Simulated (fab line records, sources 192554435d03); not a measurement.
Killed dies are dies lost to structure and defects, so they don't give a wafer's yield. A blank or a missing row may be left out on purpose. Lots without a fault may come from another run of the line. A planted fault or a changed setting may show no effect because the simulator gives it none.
fab line records | flow n5_finfet | part 1 of 2: steps 1 to 8 of 9
record lots=9 wafers=27 last_day=16
route steps=1938 shown STI_FIN_REVEAL@196 DUMMY_GATE@228 BEOL_M4@1111 PASSIVATION@1936
lots that met no fault: from a run of the same line without faults
start_h: hours from the record's first day to the start of the lot's first wafer shown | wait_h: hours since the lot's step before | " the same as in the row above | L1.1+2: a row that stands for several wafers | - no value, or no start given | * or withheld: withheld | < > ~ a bound
route shown NAME@n: a module of which the file shows steps, and the number in the route of the first | usual: mean/standard deviation of fault-free wafers | same: alike in all rows | chamber/n: place in a boat | sites: the reading at each site | _std_site: their standard deviation | _edge_site: outer sites' mean less inner sites' | radius_mm: how far each site lies from the wafer's centre | mask NAME#n: copy n | behind: the tool/chamber that last shaped the wafer | hold: why the lot was held/for how many hours/how that ended | device: the transistor (n, p or np) that didn't switch | end of line: the same wafers' tests at the end of the route | a step without rows: its recipe alone | killed: dies lost to structure and defects at the first sort, not the wafer's yield | map: a wafer's dies, x killed, . not, _ none there
set.NAME: the setting as run; set.NAME@STEP: as run at that earlier step | model.NAME: the simulator's own value behind a step, which no gauge read
steps of the route over a sample of lots; a table a step, a row a wafer
services: from which hour (start_h, from the record's first day; less than 0 if before it) a tool's chamber was out of use, for how many hours, and why
## steps
# step N5_STI_FIN_REVEAL_RECESS_09
# recipe chemistry=HF/NH3 target=SiO2 afs_cycles=11 target_depth_a=425 temp_c=30 sublimation_temp_c=180 sublimation_time_s=60
# usual drypump_motor_current_A=5.55/0.21
# columns lot.wafer tool chamber start_h wait_h drypump_motor_current_A
L248.2 vapor_etch-02 1 40.01 0.0 5.37
L248.4 " 1 " " 5.38
L248.6 " 0 " " 5.43
L251.1 vapor_etch-01 0 58.40 0.0 5.62
L251.2 " 1 " " 5.91
L251.5 " 1 59.46 1.1 5.90
L253.4 vapor_etch-02 0 70.21 0.6 5.42
L253.5 " 1 " " 5.38
L253.6 " 0 " " 5.45
L254.2 vapor_etch-02 1 76.70 0.0 5.36
L254.3 " 1 " " 5.37
L254.4 " 0 " " 5.42
L255.3 vapor_etch-02 0 81.96 0.6 5.43
L255.4 " 1 " " 5.38
L255.6 " 0 " " 5.44
L256.1 vapor_etch-02 1 88.26 0.0 5.39
L256.4 " 1 " " 5.37
L256.5 " 1 " " 5.39
L261.1 vapor_etch-01 0 122.33 0.0 5.61
L261.5 " 1 123.39 1.1 5.91
L261.6 " 0 " " 5.60
L263.1 vapor_etch-02 0 130.54 0.0 5.41
L263.4 " 0 " " 5.39
L263.5 " 1 " " 5.36
L265.2 vapor_etch-01 0 141.55 0.0 5.62
L265.3 " 1 " " 5.90
L265.6 " 0 " " 5.63
# step N5_STI_FIN_REVEAL_FIN_H_MEAS_10
# usual trench_depth_nm=52.0/0.74
# columns lot.wafer tool chamber start_h wait_h trench_depth_nm
L248.2 ocd-01 - 42.71 0.0 52.1
L248.4 " - " " 52.1
L248.6 " - " " 51.2
L251.1 ocd-02 - 61.12 0.0 51.4
L251.2 " - " " 51.6
L251.5 " - " " 51.2
L253.4 ocd-01 - 72.39 0.0 51.1
L253.5 " - " " 50.5
L253.6 " - " " 51.0
L254.2 ocd-01 - 79.42 0.0 51.9
L254.3 " - " " 51.5
L254.4 " - " " 51.7
L255.3 ocd-02 - 84.13 0.0 51.8
L255.4 " - " " 51.1
L255.6 " - " " 51.2
L256.1 ocd-02 - 90.96 0.0 52.1
L256.4 " - " " 51.1
L256.5 " - " " 53.1
L261.1 ocd-02 - 125.09 0.0 51.1
L261.5 " - " " 51.1
L261.6 " - " " 52.3
L263.1 ocd-01 - 133.23 0.0 52.6
L263.4 " - " " 52.1
L263.5 " - " " 53.1
L265.2 ocd-01 - 144.31 0.0 52.2
L265.3 " - " " 52.5
L265.6 " - " " 52.8
# step N5_DUMMY_GATE_EXPOSE_12
# recipe mask_id=GATE na=0.33 source_shape=annular sigma_inner=0.2 sigma_outer=0.6 polarization=unpolarized target_cd_nm=25 dose_mj=34
# usual exposure_dose_mJ_cm2=34.15/0.15 focus_offset_nm=0.0/0.58
# same sigma_outer=0.6
# columns lot.wafer tool chamber start_h wait_h mask exposure_dose_mJ_cm2 focus_offset_nm
L248.2 euv_scanner-02 0 55.08 - GATE#0 34.32 -0.1
L248.4 " 0 " " GATE#0 34.28 0.9
L248.6 " 0 " " GATE#0 34.30 -0.2
L251.1 euv_scanner-01 0 72.10 - GATE#0 34.02 0.2
L251.2 " 0 " " GATE#0 34.05 -0.4
L251.5 " 0 " " GATE#0 34.08 -0.3
L253.4 euv_scanner-01 0 80.85 - GATE#0 33.99 0.6
L253.5 " 0 " " GATE#0 34.00 0.2
L253.6 " 0 " " GATE#0 33.99 -0.5
L254.2 euv_scanner-02 0 89.94 - GATE#0 34.28 0.5
L254.3 " 0 " " GATE#0 34.35 0.1
L254.4 " 0 " " GATE#0 34.31 0.7
L255.3 euv_scanner-02 0 92.91 - GATE#0 34.30 0.2
L255.4 " 0 " " GATE#0 34.32 -0.8
L255.6 " 0 " " GATE#0 34.31 -0.2
L256.1 euv_scanner-02 0 99.40 - GATE#0 34.29 -0.6
L256.4 " 0 " " GATE#0 34.32 0.2
L256.5 " 0 " " GATE#0 34.29 -0.3
L261.1 euv_scanner-02 0 133.64 - GATE#0 30.67 0.1
L261.5 " 0 " " GATE#0 30.65 -0.2
L261.6 " 0 " " GATE#0 30.64 0.7
L263.1 euv_scanner-01 0 141.66 - GATE#0 33.99 -1.0
L263.4 " 0 " " GATE#0 33.95 -1.3
L263.5 " 0 " " GATE#0 33.91 -0.5
L265.2 euv_scanner-02 0 152.90 - GATE#0 31.37 0.2
L265.3 " 0 " " GATE#0 31.37 0.3
L265.6 " 0 " " GATE#0 31.43 0.3
# step N5_DUMMY_GATE_CD_MEAS_15
# recipe target_cd_nm=25.8 landing_energy_ev=500 detector=se_inlens
# usual cd_nm=25.05/0.24
# columns lot.wafer tool chamber start_h wait_h cd_nm
L248.2 cd_sem-02 0 55.20 - 25.16
L248.4 " 0 " " 24.92
L248.6 " 0 " " 25.45
L251.1 cd_sem-03 0 72.23 - 24.79
L251.2 " 0 " " 24.87
L251.5 " 0 " " 25.28
L253.4 cd_sem-01 0 80.97 - 24.80
L253.5 " 0 " " 24.61
L253.6 " 0 " " 25.08
L254.2 cd_sem-01 0 90.06 - 25.14
L254.3 " 0 " " 24.64
L254.4 " 0 " " 25.25
L255.3 cd_sem-03 0 93.03 - 25.11
L255.4 " 0 " " 24.84
L255.6 " 0 " " 24.73
L256.1 cd_sem-03 0 99.53 - 25.00
L256.4 " 0 " " 24.88
L256.5 " 0 " " 24.84
L261.1 cd_sem-01 0 133.77 - 27.11
L261.5 " 0 " " 27.10
L261.6 " 0 " " 27.39
L263.1 cd_sem-03 0 141.79 - 25.00
L263.4 " 0 " " 25.30
L263.5 " 0 " " 25.45
L265.2 cd_sem-01 0 153.02 - 26.92
L265.3 " 0 " " 27.11
L265.6 " 0 " " 26.75
# step N5_DUMMY_GATE_ETCH_37
# recipe chemistry=N2/H2 target=SOC target_depth_a=600 overetch_a=300 temp_c=40 ion_energy_ev=200 pressure_mtorr=30 source_w=840 bias_w=150 n2_flow_sccm=200 h2_flow_sccm=200
# usual drypump_motor_current_A=5.6/0.41 oes_product_au=0.62/0.067 rf_vpp_V=523.6/2.5 showerhead_plenum_p_Torr=2.53/0.088 throttle_valve_pct=17.79/0.28
# columns lot.wafer tool chamber start_h wait_h drypump_motor_current_A oes_product_au rf_hours_counter_h rf_vpp_V showerhead_plenum_p_Torr throttle_valve_pct
L248.2 rie_diel-05 2 55.48 0.0 5.8 0.62 100 525.6 2.56 17.96
L248.4 " 0 " " 6.1 0.55 245 522.2 2.52 17.80
L248.6 " 3 " " 5.4 0.68 - 524.6 2.57 17.77
L251.1 rie_diel-05 1 72.50 0.0 5.5 0.60 132 521.3 2.43 17.42
L251.2 " 2 " " 5.8 0.62 105 524.8 2.56 17.96
L251.5 " 2 " " 5.8 0.62 - 522.9 2.56 17.96
L253.4 rie_diel-03 2 81.24 0.0 6.0 0.58 183 520.6 2.43 17.76
L253.5 " 2 " " 6.0 0.58 - 521.8 2.43 17.80
L253.6 " 3 " " 6.0 0.55 - 526.0 2.58 17.75
L254.2 rie_diel-05 1 90.34 0.0 5.5 0.61 139 520.9 2.43 17.42
L254.3 " 3 " " 5.4 0.67 52 524.9 2.56 17.78
L254.4 " 2 " " 5.8 0.61 112 523.3 2.56 17.98
L255.3 rie_diel-03 3 93.31 0.0 5.9 0.54 247 524.6 2.57 17.75
L255.4 " 2 " " 6.0 0.57 186 519.8 2.43 17.80
L255.6 " 2 " " 6.0 0.58 - 520.1 2.43 17.78
L256.1 rie_diel-03 2 99.80 0.0 6.0 0.58 189 520.7 2.42 17.80
L256.4 " 3 " " 5.9 0.54 249 525.1 2.57 17.75
L256.5 " 1 " " 5.0 0.55 - 526.2 2.63 18.27
L261.1 rie_diel-03 0 134.04 0.0 5.8 0.59 156 527.6 2.66 18.21
L261.5 " 1 " " 4.9 0.54 - 527.6 2.63 18.26
L261.6 " 0 " " 5.8 0.58 - 526.7 2.66 18.22
L263.1 rie_diel-05 3 142.41 0.0 5.4 0.65 67 524.7 2.56 17.81
L263.4 " 0 " " 6.1 0.75 15 522.9 2.51 17.41
L263.5 " 0 " " 6.1 0.75 - 522.5 2.51 17.41
L265.2 rie_diel-05 3 153.40 0.0 5.4 0.65 71 524.8 2.56 17.82
L265.3 " 0 " " 6.1 0.74 18 522.5 2.51 17.43
L265.6 " 0 " " 6.1 0.75 - 522.7 2.51 17.43
# step N5_DUMMY_GATE_CD_MEAS_50
# recipe target_cd_nm=14
# usual cd_nm=13.9/0.39
# columns lot.wafer tool chamber start_h wait_h cd_nm
L248.2 cd_sem-01 - 55.71 0.0 14.5
L248.4 " - " " 14.0
L248.6 " - " " 14.4
L251.1 cd_sem-02 - 72.74 0.0 14.2
L251.2 " - " " 14.4
L251.5 " - " " 14.2
L253.4 cd_sem-01 - 81.63 0.0 13.8
L253.5 " - " " 14.2
L253.6 " - " " 13.5
L254.2 cd_sem-02 - 90.82 0.0 13.9
L254.3 " - " " 14.2
L254.4 " - " " 14.4
L255.3 cd_sem-01 - 93.64 0.0 13.8
L255.4 " - " " 14.3
L255.6 " - " " 13.2
L256.1 cd_sem-01 - 100.04 0.0 13.4
L256.4 " - " " 13.5
L256.5 " - " " 14.0
L261.1 cd_sem-01 - 134.27 0.0 15.5
L261.5 " - " " 15.3
L261.6 " - " " 15.9
L263.1 cd_sem-01 - 142.70 0.0 14.1
L263.4 " - " " 13.8
L263.5 " - " " 14.3
L265.2 cd_sem-03 - 153.63 0.0 15.5
L265.3 " - " " 15.9
L265.6 " - " " 16.4
# step N5_DUMMY_GATE_CD_MEAS_24
# recipe target_cd_nm=15
# usual cd_nm=14.9/0.43
# columns lot.wafer tool chamber start_h wait_h cd_nm
L248.2 cd_sem-03 - 56.21 0.1 14.8
L248.4 " - " " 14.4
L248.6 " - " " 15.0
L251.1 cd_sem-02 - 73.24 0.1 15.1
L251.2 " - " " 15.6
L251.5 " - " " 15.4
L253.4 cd_sem-01 - 82.20 0.1 14.4
L253.5 " - " " 14.8
L253.6 " - " " 14.8
L254.2 cd_sem-03 - 91.32 0.1 14.6
L254.3 " - " " 15.6
L254.4 " - " " 15.5
L255.3 cd_sem-01 - 94.18 0.1 14.9
L255.4 " - " " 14.7
L255.6 " - " " 14.8
L256.1 cd_sem-01 - 100.53 0.1 14.4
L256.4 " - " " 14.0
L256.5 " - " " 14.5
L261.1 cd_sem-01 - 134.77 0.1 16.5
L261.5 " - " " 17.0
L261.6 " - " " 16.8
L263.1 cd_sem-01 - 143.58 0.1 14.9
L263.4 " - " " 15.0
L263.5 " - " " 15.0
L265.2 cd_sem-02 - 154.13 0.1 16.5
L265.3 " - " " 17.2
L265.6 " - " " 17.1
# step N5_BEOL_M4_RC_MEAS_101
# usual DIBL_N=36.9/1.7 DIBL_P=37.3/2.3 IOFF_N=0.16/0.033 IOFF_P=0.22/0.04 ION_N=673/12 ION_P=463/8 SS_N=71.6/0.58 SS_P=73.4/0.74 VT_N=250/3.2 VT_P=-250/3.4
# columns lot.wafer tool chamber start_h wait_h DIBL_N[mV/V] DIBL_P[mV/V] IOFF_N[nA/um] IOFF_P[nA/um] ION_N[uA/um] ION_P[uA/um] SS_N[mV/dec] SS_P[mV/dec] VT_N[mV] VT_P[mV]
L248.2 prober-02 0 181.31 0.2 35.8 38.3 0.15 0.19 669 455 71.9 74.0 251 -256
L248.4 " 0 " " 36.7 38.5 0.16 0.20 675 463 71.5 73.6 249 -255
L248.6 " 0 " " 36.7 39.2 0.16 0.21 667 458 71.4 74.5 250 -254
L251.1 prober-01 0 194.08 0.0 38.5 38.0 0.19 0.23 677 456 72.2 73.7 247 -252
L251.2 " 0 " " 35.9 34.2 0.13 0.18 656 452 71.5 72.1 252 -255
L251.5 " 0 " " 35.7 33.9 0.14 0.17 658 446 71.7 72.0 253 -257
L253.4 prober-02 0 205.12 0.5 36.4 38.5 0.17 0.25 664 460 72.0 73.9 248 -251
L253.5 " 0 " " 37.5 39.4 0.19 0.26 675 465 71.8 73.2 248 -251
L253.6 " 0 " " 35.8 37.3 0.16 0.23 666 461 71.3 73.3 248 -249
L255.3 prober-02 0 217.30 0.3 36.2 35.5 0.13 0.18 659 453 72.0 73.3 256 -252
L255.4 " 0 " " 35.7 36.2 0.13 0.18 655 452 71.5 72.9 255 -252
L255.6 " 0 " " 37.7 37.3 0.16 0.21 664 457 72.6 72.8 252 -250
L254.2 prober-01 0 218.35 0.2 40.5 41.6 0.24 0.30 687 473 72.5 74.3 245 -245
L254.3 " 0 " " 37.7 37.0 0.17 0.21 668 462 71.4 73.4 249 -250
L254.4 " 0 " " 36.3 35.5 0.14 0.19 661 454 71.3 72.9 251 -251
L256.1 prober-01 0 222.10 0.0 38.8 40.5 0.21 0.24 681 464 71.4 74.4 245 -252
L256.4 " 0 " " 40.4 43.5 0.25 0.30 695 458 72.5 75.2 245 -245
L256.5 " 0 " " 39.5 43.2 0.25 0.30 703 476 71.6 75.5 241 -247
L261.1 prober-02 0 254.92 0.0 31.2 29.5 0.09 0.15 652 459 69.7 71.4 256 -253
L261.5 " 0 " " 31.1 28.5 0.09 0.13 650 452 69.7 70.9 254 -257
L261.6 " 0 " " 30.0 28.6 0.09 0.14 674 466 69.6 71.2 255 -254
L263.1 prober-02 0 267.15 0.0 36.6 36.8 0.16 0.22 674 465 72.5 73.8 251 -250
L263.4 " 0 " " 34.0 33.8 0.12 0.17 660 457 71.4 72.9 254 -254
L263.5 " 0 " " 36.0 36.7 0.16 0.21 693 469 71.6 73.8 249 -249
L265.2 prober-01 0 271.95 0.2 31.5 28.7 0.08 0.13 635 448 69.7 72.0 260 -256
L265.3 " 0 " " 30.8 28.8 0.08 0.13 643 450 69.5 71.4 259 -255
L265.6 " 0 " " 30.3 28.1 0.08 0.12 642 445 70.2 71.6 257 -256
## key
first_sign step=N5_DUMMY_GATE_EXPOSE_12 reading=exposure_dose_mJ_cm2 direction=down sigmas=20 usual=34.15 struck=31.02
effect step=N5_DUMMY_GATE_CD_MEAS_15 reading=cd_nm direction=up sigmas=8.6 usual=25.05 struck=27.06 through=control_loop
effect step=N5_DUMMY_GATE_CD_MEAS_50 reading=cd_nm direction=up sigmas=4.7 usual=13.9 struck=15.8 through=control_loop
effect step=N5_DUMMY_GATE_CD_MEAS_24 reading=cd_nm direction=up sigmas=4.6 usual=14.9 struck=16.9 through=control_loop
effect step=N5_BEOL_M4_RC_MEAS_101 reading=DIBL_P direction=down sigmas=3.7 usual=37.3 struck=28.7
effect step=N5_BEOL_M4_RC_MEAS_101 reading=DIBL_N direction=down sigmas=3.5 usual=36.9 struck=30.8
effect step=N5_BEOL_M4_RC_MEAS_101 reading=SS_N direction=down sigmas=3.3 usual=71.6 struck=69.7
effect step=N5_BEOL_M4_RC_MEAS_101 reading=SS_P direction=down sigmas=2.7 usual=73.4 struck=71.4
effect step=N5_BEOL_M4_RC_MEAS_101 reading=IOFF_N direction=down sigmas=2.5 usual=0.16 struck=0.08 wafers_moved=3
effect step=N5_BEOL_M4_RC_MEAS_101 reading=IOFF_P direction=down sigmas=2.2 usual=0.22 struck=0.13 wafers_moved=3
effect step=N5_BEOL_M4_RC_MEAS_101 reading=ION_N direction=down sigmas=2 usual=673 struck=649 wafers_moved=3
effect step=N5_BEOL_M4_RC_MEAS_101 reading=VT_N direction=up sigmas=2 usual=250 struck=257
effect step=N5_BEOL_M4_RC_MEAS_101 reading=VT_P direction=down sigmas=1.5 usual=-250 struck=-255
effect step=N5_PASSIVATION_PROBE_49 reading=killed_at_front_end direction=up sigmas=8.7 usual=41 struck=142 wafers_moved=5
more_kills_born_at N5_DUMMY_GATE_EXPOSE_12@euv_scanner-02=576
met_at N5_DUMMY_GATE_EXPOSE_12
struck_lots L261,L265
loop_trim step=N5_DUMMY_GATE_EXPOSE_12 setting=dose lots=L265
not_acting_at N5_STI_FIN_REVEAL_RECESS_09,N5_STI_FIN_REVEAL_FIN_H_MEAS_10,N5_DUMMY_GATE_ETCH_37
onset_between 99.40 133.64
fault kind=process_parameter_drift tool=euv_scanner-02 chamber=- onset_h=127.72 steps=N5_DUMMY_GATE_EXPOSE_12 channel=dose_mj offset=-3.618 shape=step acts_in=these_recipes_only stated=34
# loop_trim: a control loop set the setting to another value than it would have without faults
